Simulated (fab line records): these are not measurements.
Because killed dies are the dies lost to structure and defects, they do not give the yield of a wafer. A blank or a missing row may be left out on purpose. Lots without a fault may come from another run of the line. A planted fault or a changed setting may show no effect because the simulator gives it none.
Matching of chambers    flow nand_harc    4 sister chambers for NHARC_A_CONTACT_DESCUM_74 on rie_diel-09
The step chemistry O2, time 3 s. 4 wafers are shown with their chamber, then 12 later ones without.

## EACH WAFER AND ITS CHAMBER
wafer   chamber  showerhead_plenum_p_Torr (Torr)
L087.1  0        2.03
L089.3  3        1.88
L089.5  2        2.07
L089.6  1        1.80

## WAFERS WHOSE CHAMBER IS MISSING
wafer   showerhead_plenum_p_Torr (Torr)
L092.1  1.80
L092.2  1.88
L092.5  2.02
L095.1  2.07
L095.3  1.88
L095.4  2.02
L093.2  2.02
L093.4  1.80
L093.6  2.02
L097.1  1.80
L097.2  2.02
L097.5  1.80

## EACH ONE'S CHAMBER
wafer   from the rows above  in truth
L092.1  1                    1
L092.2  3                    3
L092.5  0                    0
L095.1  2                    2
L095.3  3                    3
L095.4  0                    0
L093.2  0                    0
L093.4  1                    1
L093.6  0                    0
L097.1  1                    1
L097.2  0                    0
L097.5  1                    1
Correctly placed: 12 of 12. Not placeable from these rows: 0. Placed wrongly: 0.
How it was worked out, from the rows above alone: a wafer's distance from a chamber is the root of the sum, over the readings, of the square of ((its reading less the chamber's mean) divided by the reading's scatter). The wafer belongs to the nearest chamber; if the next one is less than 2 further off, it can't be placed. Each chamber's mean is taken over the wafers shown for it. The scatter: root of mean squared gap, hidden wafer to nearest shown wafer, with one shown wafer a chamber.
